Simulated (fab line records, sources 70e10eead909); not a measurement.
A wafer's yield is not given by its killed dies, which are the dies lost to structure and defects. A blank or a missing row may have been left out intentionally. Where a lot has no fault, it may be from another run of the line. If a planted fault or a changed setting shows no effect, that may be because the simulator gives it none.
fab line records | flow nandHarc
record: lots: 6 wafers: 18 lastDay: 24
route steps=1159 shown A_ZERO_WELL@394 A_SOURCE_PLATE@413 END@1159
lots untouched by any fault: they come from a run of this same line in which no faults occurred
startH: hours from the record's first day to the start of the lot's first wafer shown | waitH: hours elapsed since this lot's preceding step | " repeats the value in the row above | L1.1+2: one row covering several wafers at once | - no value, or no start given | * or withheld: withheld | < > ~ a bound
route shown NAME@n: NAME is a module with steps in the file, n the number in the route of the first one | usual: average and standard deviation across the fault-free wafers | same: alike in all rows | chamber/n: place in a boat | sites: per-site readings | _std_site: standard deviation of those values | _edge_site: mean of outer sites minus mean of inner sites | radiusMm: for every site, how far away it sits from the centre of the wafer | mask NAME#n: copy n | behind: the most recent tool/chamber to have shaped the wafer | hold: cause of the lot's hold/its duration in hours/its outcome | device: which transistor (n, p or np) failed to switch | end of line: at the end of the route, the tests of the same wafers | step lacking rows: just its recipe | killed: dies lost to structure and defects at the first sort, not the wafer's yield | map: shows each die of a wafer: x if killed, . if not, _ if none is there
set.NAME: the setting that was run; set.NAME@STEP: the one run at that earlier step | model.NAME: the simulator's own value behind a step, which no gauge read
lots at selected steps of the route; one table per step, one row per wafer
services: when a tool's chamber went out of use (startH, in hours from the record's first day, below 0 if earlier), for how many hours, and the reason
== steps ==
step: NHARC_A_ZERO_WELL_COAT_18
recipe: tempC: 200 timeS: 65
step: NHARC_A_ZERO_WELL_COAT_04
recipe: spinRpm: 2000 resistThkNm: 600
step: NHARC_A_ZERO_WELL_SOFTBAKE_05
recipe: tempC: 125 timeS: 70
step: NHARC_A_ZERO_WELL_EBR_06
step: NHARC_A_ZERO_WELL_EXPOSE_07
recipe: na: 0.55 doseMj: 33.85 maskId: A_ZERO
step: NHARC_A_ZERO_WELL_PEB_08
recipe: pebTempC: 128 pebTimeS: 80
step: NHARC_A_ZERO_WELL_DEVELOP_09
recipe: timeS: 50 devTempC: 22
step: NHARC_A_ZERO_WELL_CD_MEAS_10
recipe: targetCdNm: 2000 landingEnergyEv: 500
usual: cdNm: 2001.0/2.2
columns lot.wafer tool chamber startH waitH cdNm
L704.1 cdSem-01 0 148.87 - 2003.3
L704.3 " 0 " " 2003.5
L704.6 " 0 " " 2000.4
L714.2 cdSem-02 0 211.86 - 2003.0
L714.3 " 0 " " 2004.5
L714.5 " 0 " " 2004.7
L719.2 cdSem-03 0 234.53 - 2004.2
L719.3 " 0 " " 2001.1
L719.5 " 0 " " 2002.2
L721.3 cdSem-02 0 239.61 - 1999.6
L721.4 " 0 " " 1999.7
L721.5 " 0 " " 2002.5
L723.2 cdSem-02 0 262.57 - 2000.7
L723.4 " 0 " " 1999.5
L723.5 " 0 " " 1999.0
L724.1 cdSem-02 0 264.73 - 2002.1
L724.3 " 0 " " 2004.4
L724.6 " 0 " " 2004.8
step: NHARC_A_ZERO_WELL_HARDBAKE_11
recipe: tempC: 118 timeS: 65
step: NHARC_A_ZERO_WELL_DESCUM_12
recipe: timeS: 3 o2FlowSccm: 200 arFlowSccm: 0 biasPowerW: 0 chemistry: O2
usual: drypumpMotorCurrentA: 5.8/0.48 oesProductAu: 1.000/0.012 rfVppV: 58.0/0.95 showerheadPlenumPTorr: 1.93/0.06 throttleValvePct: 11.312/0.0098
columns lot.wafer tool chamber startH waitH drypumpMotorCurrentA oesProductAu rfHoursCounterH rfVppV showerheadPlenumPTorr throttleValvePct
L704.3 rieDiel-07 1 149.03 - 6.7 0.992 6 58.0 1.90 11.309
L704.1 " 3 " " 6.1 0.984 6 57.7 1.92 11.311
L704.6 " 2 " " 5.3 1.014 - 59.3 1.97 11.319
L714.3 rieDiel-06 3 212.01 - 5.8 0.991 10 57.8 1.95 11.307
L714.2 " 1 " " 5.2 1.008 10 59.6 1.95 11.300
L714.5 " 2 " " 5.3 1.026 - 57.9 1.97 11.301
L719.3 rieDiel-08 1 234.68 - 5.1 1.002 10 58.5 1.89 11.324
L719.2 " 2 " " 6.3 0.991 10 58.7 1.85 11.315
L719.5 " 1 " " 5.1 1.008 - 57.2 1.89 11.303
L721.4 rieDiel-08 2 239.77 - 6.3 0.998 11 58.1 1.85 11.321
L721.3 " 1 " " 5.1 1.005 11 57.7 1.89 11.313
L721.5 " 2 " " 6.3 0.994 - 58.6 1.85 11.297
L723.2 rieDiel-06 1 262.72 - 5.3 0.993 1 58.1 1.95 11.295
L723.4 " 2 " " 5.3 1.014 0 58.1 1.97 11.330
L723.5 " 2 " " 5.3 1.019 - 58.8 1.97 11.308
L724.3 rieDiel-08 0 264.90 - 5.9 0.989 12 58.8 1.98 11.294
L724.1 " 2 " " 6.3 0.976 13 57.9 1.85 11.320
L724.6 " 3 " " 6.3 1.000 - 60.1 2.00 11.318
step: NHARC_A_ZERO_WELL_ETCH_19
recipe: targetDepthA: 800 overetchA: 240 timeS: 87.88 ionEnergyEv: 200 n2FlowSccm: 150 h2FlowSccm: 150 arFlowSccm: 0 rfW: 400 biasW: 150 chemistry: N2/H2
usual: drypumpMotorCurrentA: 5.8/0.47 oesProductAu: 1.001/0.013 rfVppV: 430.9/2 showerheadPlenumPTorr: 2.05/0.066 throttleValvePct: 14.171/0.0091
columns lot.wafer tool chamber startH waitH drypumpMotorCurrentA oesProductAu rfHoursCounterH rfVppV showerheadPlenumPTorr throttleValvePct
L704.1 rieDiel-07 1 149.14 0.1 6.7 0.996 6 430.1 2.03 14.159
L704.3 " 2 " " 5.3 1.020 6 432.7 2.11 14.166
L704.6 " 3 " " 6.2 0.985 - 431.1 2.05 14.171
L714.3 rieDiel-06 2 212.13 0.1 5.3 1.035 10 430.3 2.10 14.152
L714.2 " 3 " " 5.9 0.997 10 431.4 2.08 14.174
L714.5 " 1 " " 5.3 1.011 - 431.9 2.08 14.188
L719.3 rieDiel-08 3 234.79 0.1 6.3 0.989 10 433.8 2.14 14.181
L719.2 " 2 " " 6.3 0.994 10 430.2 1.97 14.164
L719.5 " 1 " " 5.1 1.004 - 428.7 2.02 14.166
L721.4 rieDiel-08 1 239.85 0.1 5.1 1.011 11 430.8 2.02 14.159
L721.3 " 0 " " 5.9 1.001 10 430.2 2.11 14.184
L721.5 " 2 " " 6.3 0.983 - 429.9 1.97 14.155
L723.2 rieDiel-06 3 262.81 0.1 5.9 1.015 1 431.4 2.08 14.170
L723.4 " 1 " " 5.3 1.007 1 432.5 2.08 14.170
L723.5 " 3 " " 5.9 0.999 - 431.6 2.08 14.158
L724.1 rieDiel-08 3 264.99 0.1 6.2 0.994 12 432.9 2.14 14.172
L724.3 " 0 " " 5.9 0.984 12 431.9 2.11 14.170
L724.6 " 2 " " 6.3 0.977 - 430.7 1.97 14.152
step: NHARC_A_ZERO_WELL_ETCH_13
recipe: targetDepthA: 1200 timeS: 40.1 hbrFlowSccm: 150 cl2FlowSccm: 50 rfW: 400 icpW: 400 biasW: 100 chemistry: HBr/Cl2
usual: drypumpMotorCurrentA: 5.8/0.5 oesProductAu: 1.000/0.013 throttleValvePct: 26.407/0.0099
columns lot.wafer tool chamber startH waitH drypumpMotorCurrentA oesProductAu rfHoursCounterH throttleValvePct
L704.1 rieSi-06 1 149.28 - 5.8 1.006 1.0 26.401
L704.3 " 3 " " 5.8 0.998 1.1 26.406
L704.6 " 1 " " 5.8 1.002 - 26.397
L714.2 rieSi-01 0 212.25 - 5.7 1.010 0.6 26.421
L714.3 " 2 " " 6.4 1.019 0.7 26.379
L714.5 " 1 " " 6.4 0.987 - 26.402
L719.2 rieSi-06 3 234.93 - 5.8 0.989 0.3 26.398
L719.3 " 0 " " 4.8 0.979 0.3 26.399
L719.5 " 3 " " 5.8 0.990 - 26.397
L721.3 rieSi-01 0 239.98 - 5.7 1.011 0.8 26.414
L721.4 " 2 " " 6.4 1.025 0.9 26.406
L721.5 " 0 " " 5.7 1.011 - 26.404
L723.4 rieSi-02 1 262.93 - 5.7 1.002 0.3 26.404
L723.2 " 2 " " 6.2 0.995 0.2 26.408
L723.5 " 1 " " 5.7 1.007 - 26.417
L724.3 rieSi-01 2 265.11 - 6.4 1.001 1.0 26.407
L724.1 " 0 " " 5.7 1.002 1.1 26.406
L724.6 " 2 " " 6.4 1.014 - 26.403
step: NHARC_A_ZERO_WELL_STRIP_14
recipe: timeS: 900 tempC: 130 chemistry: SPM
columns lot.wafer tool chamber startH waitH
L704.1+6+3 wetBench-02 1,3,5 149.42 -
L714.2+5+3 wetBench-05 1,3,5 212.40 -
L719.5+2+3 wetBench-02 5,6,0 235.08 -
L721.4+3+5 wetBench-02 3,6,7 240.13 -
L723.5+4+2 wetBench-01 1,3,5 263.08 -
L724.6+3+1 wetBench-05 7,0,1 265.27 -
step: NHARC_A_ZERO_WELL_IMPLANT_15
recipe: energyKev: 150 doseCm2: 1e+13 tiltDeg: 7
step: NHARC_A_ZERO_WELL_PRECLEAN_22
recipe: timeS: 60 tempC: 50 bathAgeMin: 0 chemistry: SC1
step: NHARC_A_ZERO_WELL_SRD_23
step: NHARC_A_ZERO_WELL_RTA_16
recipe: tempC: 1000 timeS: 10
usual: lampPowerPct: 30.49/0.1 lamp_zone_4_pct: 30.49/0.1 wafer_temp_C_max: 1004.4/1.3
columns lot.wafer tool chamber startH waitH lampPowerPct lamp_zone_4_pct wafer_temp_C_max
L704.1 rtpAnneal-01 0 150.18 - 30.63 30.64 1004.6
L704.3 " 0 " " 30.60 30.65 1006.7
L704.6 " 0 " " 30.59 30.59 1005.9
L714.2 rtpAnneal-02 0 213.18 - 30.42 30.37 1002.0
L714.3 " 0 " " 30.42 30.40 1004.0
L714.5 " 0 " " 30.37 30.41 1003.3
L719.2 rtpAnneal-02 0 235.89 0.1 30.38 30.42 1002.7
L719.3 " 0 " " 30.43 30.41 1002.7
L719.5 " 0 " " 30.40 30.37 1002.9
L721.3 rtpAnneal-01 0 240.94 - 30.57 30.54 1005.7
L721.4 " 0 " " 30.59 30.61 1005.8
L721.5 " 0 " " 30.59 30.60 1005.5
L723.2 rtpAnneal-01 0 263.97 0.1 30.55 30.53 1003.7
L723.4 " 0 " " 30.54 30.58 1005.4
L723.5 " 0 " " 30.61 30.58 1005.7
L724.1 rtpAnneal-01 0 266.03 0.1 30.56 30.54 1005.4
L724.3 " 0 " " 30.59 30.61 1003.3
L724.6 " 0 " " 30.53 30.56 1004.8
step: NHARC_A_ZERO_WELL_INSPECT_17
usual: rawDefectCount: 11/5.8
columns lot.wafer tool chamber startH waitH rawDefectCount
L704.1 defectInspect-02 - 150.38 0.2 19
L704.3 " - " " 15
L704.6 " - " " 6
L714.2 defectInspect-02 - 213.35 0.1 8
L714.3 " - " " 15
L714.5 " - " " 22
L719.2 defectInspect-01 - 236.06 0.1 1089
L719.3 " - " " 15
L719.5 " - " " 10
L721.3 defectInspect-01 - 241.09 0.1 1089
L721.4 " - " " 8
L721.5 " - " " 21
L723.2 defectInspect-02 - 264.13 0.1 11
L723.4 " - " " 9
L723.5 " - " " 6
L724.1 defectInspect-01 - 266.23 0.2 8
L724.3 " - " " 5
L724.6 " - " " 10
step: NHARC_A_SOURCE_PLATE_PRECLEAN_00
recipe: timeS: 60 chemistry: HF-LAST
step: NHARC_END_SORT_01
recipe: tempC: 25
usual: killedAtArray: 25/10 killedAtOther: 0.6/0.91 killedAtPeriphery: 3.6/2.9 killedDies: 29/10 killedOpen: 3.3/2 killedShort: 1.9/1.5
same: grossDies: 677
columns lot.wafer tool chamber startH waitH killedAtArray killedAtOther killedAtPeriphery killedDies killedOpen killedShort
L721.3 prober-01 0 541.91 3.1 125 1 3 129 1 5
L719.2 prober-01 0 549.12 2.8 133 1 2 136 3 4
killed by level:class
L721.3 A_ZERO_WELL:unspecified=102 A_CHANNEL_HOLE_D1:chamberFilmFlake=9 A_STAIRCASE:chamberFilmFlake=3 A_CONTACT:chamberFilmFlake=3 A_BLC:chamberFilmFlake=3 P_GATE:chamberFilmFlake=2 P_M0:geometricParticle:short=1 A_ONON_D1:geometricParticle:short=1
L719.2 A_ZERO_WELL:unspecified=100 A_SLIT:chamberFilmFlake=16 A_STAIRCASE:chamberFilmFlake=5 A_CHANNEL_HOLE_D1:chamberFilmFlake=3 A_CHANNEL_FILL_D1:geometricParticle:open=2 A_CONTACT:chamberFilmFlake=2 P_CONTACT:geometricParticle:open=1 A_SOURCE_PLATE:geometricParticle:short=1
map L719.2 (x killed, . not)
____________.____________
_________......._________
_______..........._______
______.............______
_____..............._____
____......x.x........____
____..x..............____
___...x...............___
___.........xx........___
__.x...................__
__........x............__
_....x.xxxx.x..........x_
_..x..xxxxxxxx.........._
_xx..xxxxxxx..x........._
_....xxxxxxxx.x.x......._
_x..x.xxxxxxxx.........._
.xxx.xxxxxxxx............
xxxxxxxxxxxxxx...........
x.xx.xxxxxxxxx...........
xx..xxxxxxxxxxx..........
x.xx.xxxxxxxxx...........
_.....xxxxxx............_
_x.x...xxxxx............_
_...x...x..x............_
_.x....................._
_..................x...._
__.....................__
__............x........__
___...................___
___...................___
____.................____
____.................____
_____..............._____
______.............______
_______........x.._______
_________......._________
____________.____________
map L721.3 (x killed, . not)
____________.____________
_________......._________
_______..........._______
______.............______
_____..............._____
____.................____
____..........x......____
___...x...............___
___...................___
__.....x.x..x..........__
__.....xxxxx...........__
_....x.xxxxx.........x.._
_x....xxxxxx.x.........._
_....xxxxxxxxx.........._
_.x..xxxxxxxxxx....x...._
_.x...xxxxxxxx.........._
xx.x.xxxxxxxx............
xxxx.xxxxxxxx...x........
x..xx.xxxxxxxxx.........x
.x...xxxxxxxx............
....x.xxxxxx........x....
_.....xxxxxx.....x......_
_......xxxxx............_
_.......xx.............._
_......................._
_..............x........_
__.....................__
__.....................__
___............x......___
___...................___
____.................____
____.................____
_____...x..........._____
______.......x..x..______
_______..........._______
_________x......_________
____________.____________
== services ==
columns tool chamber startH hours kind
rieSi-01 - 127.00 9.0 pm
rieDiel-08 1 134.74 5.1 repair
rieSi-06 2 135.55 8.9 repair
rieSi-02 3 137.84 1.4 repair
rieDiel-08 - 140.42 0.7 repair
rieDiel-07 0 141.76 7.9 repair
rieSi-06 3 157.92 8.3 repair
rieDiel-08 2 160.91 5.5 repair
rieDiel-07 3 166.19 1.4 repair
wetBench-02 - 180.19 8.0 pm
rieDiel-06 0 181.77 7.6 repair
rieSi-06 - 183.00 9.0 pm
rieDiel-08 3 194.34 1.6 repair
wetBench-05 - 196.80 8.0 pm
rieDiel-06 0 203.89 15.4 repair
rieDiel-06 - 204.17 0.2 repair
rieDiel-07 0 205.01 4.2 repair
rieSi-02 - 211.00 9.0 pm
wetBench-01 - 213.60 8.0 pm
rieDiel-07 - 228.20 9.0 pm
rieDiel-08 0 231.52 3.8 repair
rieDiel-08 3 241.07 3.1 repair
rieDiel-06 - 241.20 9.0 pm
rieSi-06 1 254.28 8.1 repair
== key ==
firstSign: step: NHARC_A_ZERO_WELL_INSPECT_17 reading: rawDefectCount direction: up sigmas: 99+ usual: 11 struck: 1089
effect: step: NHARC_END_SORT_01 reading: killedDies direction: up sigmas: 10 usual: 29 struck: 132
moreKillsBornAt: NHARC_A_ZERO_WELL_STRIP_14@wetBench-02: 202
metAt NHARC_A_ZERO_WELL_STRIP_14
struckWafers L719.2,L721.3
testerLeftOut L719,L721
fault: kind: chamberParticleSource tool: wetBench-02 chamber: 6 onsetH: 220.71 steps: NHARC_A_ZERO_WELL_STRIP_14 ratePerVisitCm2: 1.628 endH: 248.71
testerLeftOut: of these lots the tester's yield and bins aren't shown, on N5 and GAA mostly nor the transistor test; their killed dies are dies lost to structure and defects alone, not to doping, threshold or leakage, so they don't give the yield
